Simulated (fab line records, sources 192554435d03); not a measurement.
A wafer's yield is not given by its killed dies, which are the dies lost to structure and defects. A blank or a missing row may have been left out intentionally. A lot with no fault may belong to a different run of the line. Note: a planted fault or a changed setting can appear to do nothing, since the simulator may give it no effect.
A lot that was struck, set against a sound lot + flow n5_finfet + 23 steps out of a route of 1938
Sound: the wafers L695.1, L695.5. Wafers struck: L691.2, L691.3, L691.4. The cause comes at the end.
Per side, at each step with rows, come the tool, then ch with its chambers, and then its first start. Under that, the readings that differ: sound wafers + struck wafers + difference of the means + sigmas: that difference in standard deviations of wafers without a fault.
alike: readings whose means differ by less than 2 such deviations, and words and numbers that are the same on both sides. not compared: withheld readings, readings that some wafer has no value for, bounds like >300 that may hide the same value, and numbers for which the record gives no deviation and whose values overlap.
A row with sigmas, a row that says differs or no value, or rows on one side alone: a step with any of these is where the two part. Numbers that don't overlap but have no deviation are shown without sigmas and don't part them. A reading missing from all wafers of one side parts the sides only when that side holds two or more wafers.

first, 10 steps without rows for these wafers: N5_BEOL_M0_SAQP_DESCUM_19 (chemistry O2, time 7.9 s); N5_BEOL_M0_SAQP_ETCH_83 (etches SiARC in CF4, target depth 39 nm, time 65 s); N5_BEOL_M0_SAQP_ETCH_84 (etches SOC in N2/H2, target depth 100 nm, overetch 20 nm, time 150 s); N5_BEOL_M0_SAQP_STRIP_80 (strips in N2/H2); N5_BEOL_M0_SAQP_HM_OPEN_112 (chemistry CHF3/O2, target SiO2, stops on a-Si, target depth 12 nm, time 13.5 s); N5_BEOL_M0_SAQP_STRIP_113 (strips in CHF3/O2); N5_BEOL_M0_SAQP_MANDREL_ETCH_20 (etches a-Si in HBr/Cl2, stops on SiNx, target depth 60 nm, bt time 10 s, time 30 s); N5_BEOL_M0_SAQP_STRIP_86 (strips in N2/H2); N5_BEOL_M0_SAQP_STRIP_115 (strips in post etch residue remover, time 60 s); N5_BEOL_M0_SAQP_SRD_93 (time 30 s).
N5_BEOL_M0_SAQP_RECESS_114: chemistry HF/NH3, target SiO2, target depth 14.4 nm, afs cycles 3, sublimation time 60 s.
  sound on vapor_etch-01 ch 1, day 9 19:34; struck on vapor_etch-02 ch 0,1, day 8 18:12
  no value came back on the struck wafers for afs_cycles, drypump_motor_current_A (A), sublimation_temp_c (C); on the sound wafers afs_cycles reads 3 3
| reading                                           | sound | struck       | difference | sigmas |
|---------------------------------------------------|-------|--------------|------------|--------|
| model.SiO2_of_BEOL_M0_SAQP_HM_DEP_111.thk_nm (nm) | 0 0   | 11.8 11.8 12 | +11.9      |        |
| model.SiNx_of_BEOL_M0_SAQP_PECVD_97.thk_nm (nm)   | 16 16 | 17.4 18 18.4 | +1.9       |        |
then, 8 steps without rows for these wafers: N5_BEOL_M0_SAQP_SPACER1_ALD_98 (deposits SiO2, target thk 12.8 nm, pulse time 1 s, purge time 2 s); N5_BEOL_M0_SAQP_SPACER1_ETCHBACK_99 (etches SiO2 in CHF3/O2, target depth 15.4 nm, time 7.7 s); N5_BEOL_M0_SAQP_MANDREL1_REMOVE_100 (chemistry HBr/Cl2/O2, target a-Si, stops on SiNx, bt time 10 s); N5_BEOL_M0_SAQP_ETCH_101 (etches SiNx in CH3F/O2, target depth 29.9 nm, time 42.7 s); N5_BEOL_M0_SAQP_ETCH_102 (etches SiO2 in CF4, target depth 4 nm, time 4.4 s); N5_BEOL_M0_SAQP_MANDREL_ETCH_103 (etches a-Si in HBr/Cl2, stops on SiCN, target depth 45 nm, bt time 10 s, time 27 s); N5_BEOL_M0_SAQP_RECESS_104 (chemistry HF/NH3, target SiO2, target depth 18 nm, afs cycles 3, sublimation time 60 s); N5_BEOL_M0_SAQP_COAT_105 (time 60 s, resist thk 100 nm).
N5_BEOL_M0_SAQP_ETCH_106: etches SOC in N2/H2, stops on SiNx, target depth 150 nm.
  sound on rie_diel-05 ch 0,1, day 9 21:27; struck on rie_diel-05 ch 0,1,2, day 8 20:16
| reading                                         | sound     | struck       | difference | sigmas |
|-------------------------------------------------|-----------|--------------|------------|--------|
| model.SiNx_of_BEOL_M0_SAQP_PECVD_97.thk_nm (nm) | 15.6 15.6 | 17 17.6 17.8 | +2         |        |
  alike: drypump_motor_current_A, oes_product_au, rf_vpp_V, showerhead_plenum_p_Torr, throttle_valve_pct
  not compared: rf_hours_counter_h
then, 1 step without rows for these wafers: N5_BEOL_M0_SAQP_ETCH_107 (etches SiNx in CH3F/O2, target depth 30 nm).
N5_BEOL_M4_RC_MEAS_101:
  the record has rows for the sound wafers here (prober-01 ch 0, day 13 11:50) and none for the struck ones
-- the record jumps here: 9 days lie between the struck wafers' starts before and after (it left off in module BEOL_M4 and takes up again in module PASSIVATION, whose first step shown is number 1936 of the route) --
N5_PASSIVATION_PROBE_49:
  rows exist in the record for the struck wafers here (prober-01, day 18 01:04), but not for the sound ones

WHERE THEY PART
Earliest at N5_BEOL_M0_SAQP_RECESS_114; latest, in this record, at N5_PASSIVATION_PROBE_49.

WHY: whatever the simulator had introduced
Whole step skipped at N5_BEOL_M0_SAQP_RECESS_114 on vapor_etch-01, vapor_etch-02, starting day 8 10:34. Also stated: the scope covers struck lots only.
